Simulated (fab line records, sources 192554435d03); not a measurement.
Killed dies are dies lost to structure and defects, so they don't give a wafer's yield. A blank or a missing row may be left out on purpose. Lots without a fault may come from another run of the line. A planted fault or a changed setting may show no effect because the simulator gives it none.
fab line records | flow n5_finfet | part 1 of 2: steps 1 to 4 of 6
record lots=24 wafers=72 last_day=17
route steps=1938 shown ZERO_LAYER@16 FIN_SAQP@124 FIN_CUT@169 DUMMY_GATE@231
lots that met no fault: from a run of the same line without faults
start_h: hours from the record's first day to the start of the lot's first wafer shown | wait_h: hours since the lot's step before | " the same as in the row above | L1.1+2: a row that stands for several wafers | - no value, or no start given | * or withheld: withheld | < > ~ a bound
route shown NAME@n: a module of which the file shows steps, and the number in the route of the first | usual: mean/standard deviation of fault-free wafers | same: alike in all rows | chamber/n: place in a boat | sites: the reading at each site | _std_site: their standard deviation | _edge_site: outer sites' mean less inner sites' | radius_mm: how far each site lies from the wafer's centre | mask NAME#n: copy n | behind: the tool/chamber that last shaped the wafer | hold: why the lot was held/for how many hours/how that ended | device: the transistor (n, p or np) that didn't switch | end of line: the same wafers' tests at the end of the route | a step without rows: its recipe alone | killed: dies lost to structure and defects at the first sort, not the wafer's yield | map: a wafer's dies, x killed, . not, _ none there
set.NAME: the setting as run; set.NAME@STEP: as run at that earlier step | model.NAME: the simulator's own value behind a step, which no gauge read
steps of the route over a sample of lots; a table a step, a row a wafer
services: from which hour (start_h, from the record's first day; less than 0 if before it) a tool's chamber was out of use, for how many hours, and why
## steps
# step N5_ZERO_LAYER_ETCH_18
# recipe chemistry=HBr/Cl2 target=Si target_depth_a=1200 time_s=40 pressure_mtorr=10 icp_w=800 bias_w=75 HBr_flow_sccm=150 Cl2_flow_sccm=80
# usual drypump_motor_current_A=5.9/0.47 mfc_cl2_sccm=80.02/0.23 oes_product_au=1.003/0.017 throttle_valve_pct=36.4/0.32
# columns lot.wafer tool chamber start_h wait_h drypump_motor_current_A mfc_cl2_sccm oes_product_au rf_hours_counter_h throttle_valve_pct
L074.1 rie_si-01 2 13.65 0.0 5.3 80.00 1.017 78 36.3
L074.2 " 3 " " 5.3 79.72 1.008 85 36.3
L074.4 " 0 " " 6.0 79.70 0.986 158 36.3
L075.3 rie_si-01 2 19.63 0.0 5.4 79.97 1.011 78 36.4
L075.4 " 3 " " 5.3 79.87 1.010 85 36.3
L075.6 " 1 " " 6.3 79.92 1.003 - 36.1
L076.1 rie_si-05 1 25.82 0.0 5.5 79.73 1.001 1 36.4
L076.2 " 2 " " 4.8 79.70 0.978 71 36.6
L076.4 " 3 " " 6.5 79.61 0.972 2 37.3
L077.1 rie_si-05 0 31.73 0.0 5.8 79.74 1.034 66 36.4
L077.2 " 1 " " 5.5 80.18 1.012 1 36.4
L077.5 " 3 " " 6.5 80.16 0.971 - 37.3
L078.2 rie_si-01 2 37.00 0.0 5.4 80.17 1.014 79 36.3
L078.3 " 3 " " 5.3 79.94 1.007 85 36.3
L078.5 " 3 " " 5.3 79.98 1.012 - 36.3
L079.1 rie_si-01 2 43.05 0.0 5.4 80.09 1.017 79 36.3
L079.2 " 0 " " 6.0 80.11 0.982 158 36.3
L079.6 " 0 " " 6.0 80.45 0.982 - 36.4
L080.1 rie_si-02 3 49.97 0.0 5.9 80.01 1.017 74 36.5
L080.2 " 0 " " 6.4 80.06 1.003 83 36.7
L080.4 " 2 " " 6.0 80.05 0.993 7 36.0
L081.2 rie_si-01 1 54.94 0.0 6.3 80.45 1.009 65 36.1
L081.3 " 3 " " 5.3 80.29 1.012 85 36.3
L081.6 " 3 " " 5.3 80.32 1.007 - 36.3
L082.1 rie_si-02 0 60.91 0.0 6.4 79.79 1.006 83 36.7
L082.2 " 2 " " 6.0 80.11 0.984 8 36.0
L082.6 " 1 " " 6.3 79.84 1.020 - 36.5
L083.1 rie_si-01 3 66.91 0.0 5.3 80.20 1.013 86 36.3
L083.2 " 1 " " 6.3 79.94 1.013 65 36.1
L083.5 " 1 " " 6.3 80.31 1.006 - 36.1
L084.2 rie_si-02 2 72.79 0.0 6.0 80.08 0.985 8 36.0
L084.4 " 1 " " 6.3 80.60 1.024 93 36.5
L084.5 " 0 " " 6.4 80.34 1.010 - 36.7
L085.1 rie_si-05 0 78.79 0.0 5.8 80.33 1.024 67 36.4
L085.3 " 3 " " 6.5 79.98 0.970 3 37.3
L085.5 " 0 " " 5.8 80.53 1.036 - 36.4
L086.1 rie_si-01 2 84.91 0.0 5.3 80.15 1.011 80 36.3
L086.4 " 1 " " 6.3 79.85 1.005 65 36.1
L086.5 " 3 " " 5.3 80.39 1.010 - 36.3
L087.1 rie_si-02 2 90.92 0.1 6.0 80.16 0.994 8 36.0
L087.4 " 3 " " 5.9 79.79 1.015 74 36.5
L087.5 " 1 " " 6.2 80.03 1.014 - 36.5
L088.1 rie_si-02 3 96.79 0.0 5.9 79.74 1.013 74 36.5
L088.3 " 2 " " 6.0 79.61 0.986 8 36.0
L088.6 " 1 " " 6.3 80.05 1.025 - 36.5
L089.3 rie_si-01 1 103.39 0.0 6.3 80.12 1.008 66 36.1
L089.4 " 2 " " 5.4 80.17 1.014 80 36.3
L089.6 " 1 " " 6.3 80.29 1.006 - 36.1
L090.4 rie_si-05 1 108.91 0.0 5.4 80.44 1.007 3 36.4
L090.5 " 0 " " 5.8 80.25 1.021 - 36.4
L090.6 " 1 " " 5.4 80.70 1.001 - 36.4
L091.2 rie_si-05 1 114.96 0.0 5.5 79.98 1.008 3 36.4
L091.3 " 2 " " 4.8 79.94 0.979 73 36.6
L091.5 " 3 " " 6.4 79.69 0.973 - 37.3
L092.2 rie_si-01 3 120.79 0.0 5.3 80.04 1.012 87 36.3
L092.4 " 2 " " 5.3 80.18 1.018 80 36.3
L092.5 " 2 " " 5.3 79.94 1.006 - 36.3
L093.1 rie_si-02 3 127.03 0.0 5.8 79.97 1.024 75 36.5
L093.5 " 0 " " 6.4 79.83 0.997 - 36.7
L093.6 " 1 " " 6.3 80.04 1.023 - 36.5
L094.2 rie_si-01 3 132.91 0.0 5.3 79.88 1.018 87 36.3
L094.4 " 2 " " 5.3 80.13 1.011 80 36.4
L094.6 " 0 " " 6.0 80.16 0.981 - 36.3
L095.1 rie_si-02 0 138.81 0.0 6.4 80.21 1.012 85 36.7
L095.3 " 2 " " 6.0 80.40 0.985 9 36.0
L095.5 " 0 " " 6.4 80.01 1.003 - 36.7
L096.2 rie_si-05 2 144.93 0.0 4.8 79.89 0.983 74 36.6
L096.4 " 0 " " 5.7 79.74 1.026 68 36.4
L096.6 " 3 " " 6.5 79.85 0.975 - 37.3
L097.2 rie_si-01 1 151.12 0.0 6.3 80.01 1.008 67 36.1
L097.3 " 3 " " 5.3 79.83 1.012 87 36.3
L097.4 " 2 " " 5.4 80.06 1.022 81 36.3
# step N5_FIN_SAQP_RECESS_75
# recipe chemistry=HF/NH3 target=SiO2 target_depth_a=144 afs_cycles=3 temp_c=30 sublimation_temp_c=180 sublimation_time_s=60
# usual drypump_motor_current_A=5.3/0.37
# same sublimation_time_s=60
# columns lot.wafer tool chamber start_h wait_h drypump_motor_current_A
L074.1 vapor_etch-02 1 24.71 0.0 4.9
L074.2 " 0 " " 5.1
L074.4 " 0 " " 5.2
L075.3 vapor_etch-01 1 31.02 0.1 5.9
L075.4 " 0 " " 5.4
L075.6 " 1 " " 5.9
L076.1 vapor_etch-02 1 36.11 0.0 4.9
L076.2 " 0 " " 5.2
L076.4 " 1 " " 4.9
L077.1 vapor_etch-02 1 43.52 0.3 4.9
L077.2 " 0 " " 5.2
L077.5 " 0 " " 5.2
L078.2 vapor_etch-02 0 47.14 0.0 5.2
L078.3 " 1 " " 4.9
L078.5 " 1 " " 4.9
L079.1 vapor_etch-02 0 53.35 0.0 5.2
L079.2 " 1 " " 4.9
L079.6 " 0 " " 5.2
L080.1 vapor_etch-02 0 60.33 0.0 5.2
L080.2 " 1 " " 4.9
L080.4 " 0 " " 5.2
L081.2 vapor_etch-02 1 65.14 0.0 5.0
L081.3 " 0 " " 5.2
L081.6 " 0 " " 5.2
L082.1 vapor_etch-01 0 70.97 0.0 5.4
L082.2 " 1 " " 5.9
L082.6 " 0 " " 5.3
L083.1 vapor_etch-02 0 77.80 0.0 5.2
L083.2 " 1 " " 4.9
L083.5 " 0 " " 5.2
L084.2 vapor_etch-01 0 82.50 0.0 5.4
L084.4 " 1 " " 5.9
L084.5 " 0 " " 5.3
L085.1 vapor_etch-02 0 89.39 0.0 5.2
L085.3 " 1 " " 4.9
L085.5 " 0 " " 5.2
L086.1 vapor_etch-01 0 95.76 0.0 5.4
L086.4 " 1 " " 6.0
L086.5 " 0 " " 5.4
L087.1 vapor_etch-01 0 100.94 0.0 5.3
L087.4 " 1 " " 6.0
L087.5 " 1 " " 6.0
L088.1 vapor_etch-01 1 108.17 0.0 5.9
L088.3 " 0 " " 5.4
L088.6 " 1 " " 5.9
L089.3 vapor_etch-01 0 114.09 0.1 5.4
L089.4 " 1 " " 5.9
L089.6 " 1 " " 5.9
L090.4 vapor_etch-01 1 118.81 0.1 5.9
L090.5 " 0 " " 5.4
L090.6 " 1 " " 5.9
L091.2 vapor_etch-02 1 124.89 0.0 4.9
L091.3 " 1 " " 4.9
L091.5 " 1 " " 5.0
L092.2 vapor_etch-02 0 130.88 0.5 5.1
L092.4 " 1 " " 4.9
L092.5 " 1 " " 4.9
L093.1 vapor_etch-01 0 136.64 0.0 5.4
L093.5 " 0 " " 5.3
L093.6 " 1 " " 5.9
L094.2 vapor_etch-02 1 142.60 0.0 4.9
L094.4 " 0 " " 5.2
L094.6 " 1 " " 4.9
L095.1 vapor_etch-01 1 149.34 0.0 5.9
L095.3 " 0 " " 5.4
L095.5 " 1 " " 5.9
L096.2 vapor_etch-02 1 154.87 0.0 4.9
L096.4 " 1 " " 4.9
L096.6 " 0 " " 5.2
L097.2 vapor_etch-01 1 160.89 0.0 5.9
L097.3 " 1 " " 6.0
L097.4 " 0 " " 5.4
# step N5_FIN_SAQP_MANDREL1_REMOVE_56
# recipe chemistry=HBr/Cl2/O2 bt_time_s=10 target=a-Si stop_on=SiNx endpoint=OES-SiCl over_etch_frac=1 icp_w=600 bias_w=22 HBr_flow_sccm=150 Cl2_flow_sccm=80 O2_flow_sccm=5 pressure_mtorr=10
# usual drypump_motor_current_A=5.9/0.46 mfc_cl2_sccm=80.07/0.24 oes_product_au=1.004/0.02 throttle_valve_pct=36.79/0.29
# columns lot.wafer tool chamber start_h wait_h drypump_motor_current_A mfc_cl2_sccm oes_product_au rf_hours_counter_h throttle_valve_pct
L074.1 rie_si-02 2 26.01 0.1 6.0 79.92 0.970 7 36.33
L074.2 " 0 " " 6.4 80.21 1.027 83 37.10
L074.4 " 3 " " 5.8 79.64 1.010 73 36.91
L075.3 rie_si-01 3 32.09 0.1 5.3 80.02 1.022 85 36.64
L075.4 " 1 " " 6.3 79.99 0.997 65 36.48
L075.6 " 1 " " 6.3 79.90 0.999 - 36.46
L076.1 rie_si-05 2 37.30 0.1 4.8 80.46 0.976 72 37.02
L076.2 " 3 " " 6.5 80.30 0.966 2 37.73
L076.4 " 0 " " 5.8 80.07 1.022 66 36.79
L077.1 rie_si-02 0 44.85 0.1 6.4 80.27 1.027 83 37.09
L077.2 " 3 " " 5.9 79.80 1.010 74 36.91
L077.5 " 1 " " 6.2 79.93 1.016 - 36.92
L078.2 rie_si-02 1 48.35 0.1 6.2 79.90 1.021 93 36.92
L078.3 " 3 " " 5.8 80.34 1.012 74 36.91
L078.5 " 1 " " 6.2 79.97 1.034 - 36.92
L079.1 rie_si-05 3 55.16 0.1 6.5 80.17 0.973 2 37.72
L079.2 " 1 " " 5.5 79.87 1.015 2 36.79
L079.6 " 3 " " 6.4 80.05 0.967 - 37.74
L080.1 rie_si-02 0 61.70 0.1 6.4 79.92 1.020 83 37.07
L080.2 " 3 " " 5.8 79.69 1.022 74 36.92
L080.4 " 2 " " 6.0 79.82 0.976 8 36.35
L081.2 rie_si-02 0 66.69 0.1 6.4 80.25 1.029 83 37.08
L081.3 " 1 " " 6.3 80.25 1.032 93 36.93
L081.6 " 0 " " 6.4 80.12 1.029 - 37.10
L082.1 rie_si-01 1 72.16 0.1 6.3 79.95 1.013 65 36.47
L082.2 " 3 " " 5.3 80.36 1.017 86 36.65
L082.6 " 1 " " 6.3 80.15 1.011 - 36.46
L083.1 rie_si-02 1 79.00 0.1 6.3 79.98 1.023 93 36.94
L083.2 " 2 " " 6.0 79.96 0.969 8 36.34
L083.5 " 2 " " 6.0 80.00 0.957 - 36.36
L084.2 rie_si-01 2 83.83 0.1 5.4 80.41 1.010 80 36.71
L084.4 " 1 " " 6.3 80.09 0.997 65 36.48
L084.5 " 0 " " 6.0 80.20 0.968 - 36.74
L085.1 rie_si-01 0 90.81 0.1 6.0 79.88 0.996 159 36.74
L085.3 " 2 " " 5.4 80.35 1.033 80 36.73
L085.5 " 1 " " 6.3 80.03 1.014 - 36.46
L086.1 rie_si-01 1 97.96 0.1 6.3 80.30 1.011 66 36.47
L086.4 " 2 " " 5.4 79.84 1.016 80 36.74
L086.5 " 3 " " 5.3 80.40 1.017 - 36.65
L087.1 rie_si-01 0 102.13 0.1 6.1 80.22 0.971 159 36.74
L087.4 " 2 " " 5.4 80.42 1.010 80 36.72
L087.5 " 0 " " 6.0 79.85 0.971 - 36.73
L088.1 rie_si-02 0 109.37 0.1 6.4 80.02 1.019 84 37.09
L088.3 " 3 " " 5.8 80.20 1.021 75 36.91
L088.6 " 2 " " 6.0 79.91 0.970 - 36.33
L089.3 rie_si-02 2 115.16 0.1 6.0 79.97 0.969 9 36.34
L089.4 " 3 " " 5.8 80.21 1.023 75 36.90
L089.6 " 0 " " 6.4 80.00 1.006 - 37.08
L090.4 rie_si-01 2 119.89 0.1 5.4 80.05 1.008 80 36.73
L090.5 " 2 " " 5.4 79.92 0.993 - 36.74
L090.6 " 1 " " 6.3 79.87 1.006 - 36.47
L091.2 rie_si-01 1 126.53 0.1 6.3 79.90 1.004 66 36.46
L091.3 " 2 " " 5.4 79.93 1.016 80 36.74
L091.5 " 2 " " 5.4 80.18 1.008 - 36.73
L092.2 rie_si-05 0 132.08 0.1 5.8 80.04 1.019 68 36.79
L092.4 " 2 " " 4.8 79.73 0.978 73 37.02
L092.5 " 2 " " 4.8 79.72 0.965 - 37.01
L093.1 rie_si-01 2 138.10 0.1 5.3 79.92 1.021 81 36.74
L093.5 " 0 " " 6.0 79.97 0.988 - 36.72
L093.6 " 1 " " 6.3 80.57 1.024 - 36.47
L094.2 rie_si-01 0 143.97 0.1 6.0 80.37 0.991 160 36.73
L094.4 " 3 " " 5.3 80.15 1.019 87 36.65
L094.6 " 2 " " 5.4 79.88 1.021 - 36.73
L095.1 rie_si-05 2 150.53 0.1 4.8 79.74 0.978 74 37.00
L095.3 " 0 " " 5.7 80.36 1.023 68 36.79
L095.5 " 2 " " 4.8 79.59 0.972 - 37.00
L096.2 rie_si-01 1 156.55 0.1 6.3 80.02 1.027 67 36.47
L096.4 " 2 " " 5.4 79.51 1.022 81 36.73
L096.6 " 1 " " 6.3 80.20 1.026 - 36.47
L097.2 rie_si-01 3 163.15 0.1 5.3 79.63 1.019 88 36.66
L097.3 " 0 " " 5.9 80.01 0.973 160 36.73
L097.4 " 1 " " 6.3 79.92 1.013 67 36.47
# step N5_FIN_SAQP_ETCH_67
# recipe chemistry=CH3F/O2 target=SiNx target_depth_a=300 mask_material=SOC pressure_mtorr=30 source_w=395 bias_w=73 Ar_flow_sccm=150 CH3F_flow_sccm=30 O2_flow_sccm=20 ion_energy_ev=120
# usual drypump_motor_current_A=5.7/0.47 oes_f_703_au=0.80/0.089 oes_product_au=0.81/0.085 rf_vpp_V=300/8.4 showerhead_plenum_p_Torr=2.03/0.09 throttle_valve_pct=16.37/0.22
# columns lot.wafer tool chamber start_h wait_h drypump_motor_current_A oes_f_703_au oes_product_au rf_hours_counter_h rf_vpp_V showerhead_plenum_p_Torr throttle_valve_pct
L074.1 rie_diel-03 2 27.04 0.0 6.0 0.84 0.84 91 298 1.94 16.25
L074.2 " 3 " " 5.6 0.69 0.73 151 310 2.08 16.71
L074.4 " 3 " " 5.6 0.69 0.73 - 311 2.08 16.71
L075.3 rie_diel-01 1 32.98 0.0 5.8 0.77 0.75 148 294 1.93 16.27
L075.4 " 2 " " 5.1 0.71 0.72 215 292 1.90 16.71
L075.6 " 1 " " 5.7 0.77 0.75 - 295 1.93 16.29
L076.1 rie_diel-01 3 38.19 0.0 5.7 0.75 0.79 134 317 2.09 16.30
L076.2 " 1 " " 5.8 0.77 0.75 150 294 1.92 16.28
L076.4 " 2 " " 5.1 0.71 0.71 217 292 1.90 16.73
L077.1 rie_diel-03 1 45.76 0.0 5.2 0.97 1.01 3 308 2.14 16.00
L077.2 " 2 " " 6.0 0.83 0.83 98 300 1.93 16.25
L077.5 " 0 " " 6.3 0.74 0.76 - 300 2.09 16.54
L078.2 rie_diel-04 1 49.32 0.0 5.8 0.72 0.68 247 286 1.97 16.64
L078.3 " 2 " " 5.1 0.94 0.92 16 305 2.14 16.07
L078.5 " 3 " " 5.0 0.76 0.75 - 294 1.93 16.40
L079.1 rie_diel-01 1 56.05 0.0 5.7 0.76 0.75 156 295 1.92 16.29
L079.2 " 3 " " 5.7 0.75 0.77 141 318 2.08 16.30
L079.6 " 3 " " 5.7 0.75 0.78 - 318 2.08 16.29
L080.1 rie_diel-01 1 62.86 0.0 5.7 0.76 0.75 158 294 1.92 16.30
L080.2 " 3 " " 5.7 0.74 0.77 144 318 2.08 16.31
L080.4 " 2 " " 5.0 0.70 0.71 225 293 1.90 16.72
L081.2 rie_diel-03 2 67.63 0.0 6.0 0.83 0.82 106 300 1.93 16.26
L081.3 " 0 " " 6.2 0.74 0.75 140 300 2.09 16.57
L081.6 " 3 " " 5.6 0.68 0.72 - 311 2.08 16.71
L082.1 rie_diel-01 3 73.05 0.0 5.7 0.74 0.78 148 318 2.08 16.32
L082.2 " 2 " " 5.1 0.70 0.70 229 294 1.90 16.73
L082.6 " 0 " " 6.5 0.89 0.88 - 299 2.06 16.14
L083.1 rie_diel-01 2 79.97 0.0 5.0 0.70 0.71 231 293 1.90 16.74
L083.2 " 0 " " 6.5 0.88 0.88 33 298 2.06 16.13
L083.5 " 0 " " 6.5 0.88 0.88 - 300 2.06 16.16
L084.2 rie_diel-04 2 84.72 0.0 5.1 0.91 0.90 31 305 2.14 16.12
L084.4 " 0 " " 5.5 0.91 0.94 - 296 2.15 16.32
L084.5 " 2 " " 5.1 0.91 0.89 - 306 2.13 16.11
L085.1 rie_diel-01 1 91.89 0.0 5.7 0.76 0.74 167 294 1.92 16.33
L085.3 " 0 " " 6.5 0.88 0.88 36 298 2.06 16.14
L085.5 " 1 " " 5.8 0.75 0.73 - 293 1.92 16.33
L086.1 rie_diel-01 3 98.86 0.0 5.7 0.74 0.77 156 317 2.08 16.33
L086.4 " 1 " " 5.8 0.76 0.74 169 295 1.92 16.32
L086.5 " 2 " " 5.0 0.70 0.70 - 292 1.89 16.76
L087.1 rie_diel-03 1 103.02 0.0 5.2 0.91 0.95 24 307 2.13 16.03
L087.4 " 2 " " 6.0 0.81 0.81 118 299 1.93 16.28
L087.5 " 3 " " 5.6 0.67 0.71 - 311 2.07 16.76
L088.1 rie_diel-04 0 110.26 0.0 5.5 0.88 0.92 15 298 2.15 16.37
L088.3 " 3 " " 5.0 0.74 0.73 180 294 1.92 16.46
L088.6 " 0 " " 5.5 0.88 0.91 - 297 2.15 16.39
L089.3 rie_diel-04 3 116.11 0.0 5.0 0.74 0.73 182 293 1.92 16.44
L089.4 " 2 " " 5.1 0.89 0.87 43 305 2.13 16.13
L089.6 " 2 " " 5.1 0.89 0.87 - 304 2.13 16.14
L090.4 rie_diel-03 0 120.79 0.0 6.2 0.72 0.73 158 298 2.08 16.60
L090.5 " 1 " " 5.2 0.90 0.94 - 306 2.13 16.05
L090.6 " 0 " " 6.2 0.71 0.74 - 299 2.08 16.59
L091.2 rie_diel-04 1 127.45 0.0 5.8 0.96 0.91 16 284 1.96 16.22
L091.3 " 3 " " 5.0 0.74 0.72 186 293 1.91 16.45
L091.5 " 1 " " 5.8 0.96 0.93 - 286 1.96 16.20
L092.2 rie_diel-03 3 133.12 0.0 5.6 0.66 0.71 186 311 2.07 16.78
L092.4 " 2 " " 6.0 0.80 0.80 129 299 1.92 16.29
L092.5 " 2 " " 6.0 0.80 0.81 - 298 1.92 16.32
L093.1 rie_diel-04 0 139.10 0.0 5.6 0.86 0.89 26 296 2.15 16.39
L093.5 " 0 " " 5.5 0.86 0.89 - 295 2.15 16.38
L093.6 " 1 " " 5.8 0.95 0.91 - 287 1.96 16.22
L094.2 rie_diel-03 0 145.42 0.0 6.3 0.71 0.72 168 299 2.08 16.62
L094.4 " 3 " " 5.6 0.66 0.71 191 312 2.07 16.79
L094.6 " 1 " " 5.2 0.88 0.92 - 308 2.13 16.07
L095.1 rie_diel-04 0 151.42 0.0 5.5 0.85 0.88 31 299 2.15 16.42
L095.3 " 3 " " 5.0 0.73 0.72 194 292 1.91 16.48
L095.5 " 0 " " 5.6 0.85 0.88 - 297 2.15 16.41
L096.2 rie_diel-04 3 157.63 0.0 5.0 0.73 0.73 197 292 1.91 16.49
L096.4 " 0 " " 5.6 0.84 0.88 33 298 2.15 16.41
L096.6 " 0 " " 5.5 0.84 0.89 - 296 2.15 16.39
L097.2 rie_diel-03 0 164.16 0.0 6.3 0.70 0.72 175 299 2.08 16.64
L097.3 " 3 " " 5.6 0.65 0.71 198 313 2.07 16.80
L097.4 " 1 " " 5.2 0.87 0.90 48 306 2.13 16.09
